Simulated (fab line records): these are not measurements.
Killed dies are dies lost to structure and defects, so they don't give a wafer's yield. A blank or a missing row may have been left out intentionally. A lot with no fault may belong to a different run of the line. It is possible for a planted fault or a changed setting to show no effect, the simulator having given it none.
Matching of chambers	flow n5Finfet	N5_BEOL_M10_ETCH_62 on rieDiel-02 has 4 sister chambers
The step etches SOC in N2/H2, target depth 110 nm, overetch 22 nm, time 165 s. 8 wafers are shown with their chamber, then 9 later ones without.

WAFERS, EACH WITH ITS CHAMBER
wafer	chamber	throttleValvePct (%)	oesProductAu (a.u.)
L078.1	2	18.21	0.60
L083.6	2	18.22	0.59
L085.3	0	17.80	0.66
L085.4	1	18.05	0.58
L085.6	3	17.72	0.76
L087.3	0	17.82	0.66
L087.4	3	17.71	0.75
L087.6	1	18.07	0.58

WAFERS WITH NO CHAMBER GIVEN
wafer	throttleValvePct (%)	oesProductAu (a.u.)
L091.1	17.80	0.66
L091.3	18.07	0.58
L091.4	17.81	0.66
L079.1	17.76	0.73
L079.2	17.83	0.64
L079.6	17.85	0.64
L095.1	17.78	0.71
L095.4	17.59	0.81
L095.6	17.78	0.72

WHICH CHAMBER EACH WENT THROUGH
wafer	from the rows above	in truth
L091.1	0	0
L091.3	1	1
L091.4	0	0
L079.1	3	3
L079.2	0	0
L079.6	0	0
L095.1	can't be placed: 0 or 3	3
L095.4	3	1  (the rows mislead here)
L095.6	3	3
Correct placement for 7 of the 9. These rows do not allow placing 1 (true chamber among the candidates in 1). Number placed wrongly: 1.
How it was worked out, from the rows above alone: a wafer's distance from a chamber is the root of the sum, over the readings, of the square of ((its reading less the chamber's mean) divided by the reading's scatter). If the next closest chamber is less than 2 further off than the closest, the wafer can't be placed; otherwise it belongs to the closest. For every chamber, the mean is computed from those of its wafers that are shown. The scatter: the root of (the sum of the squares of (reading less its chamber's mean) over the shown wafers, divided by (wafers less chambers)).
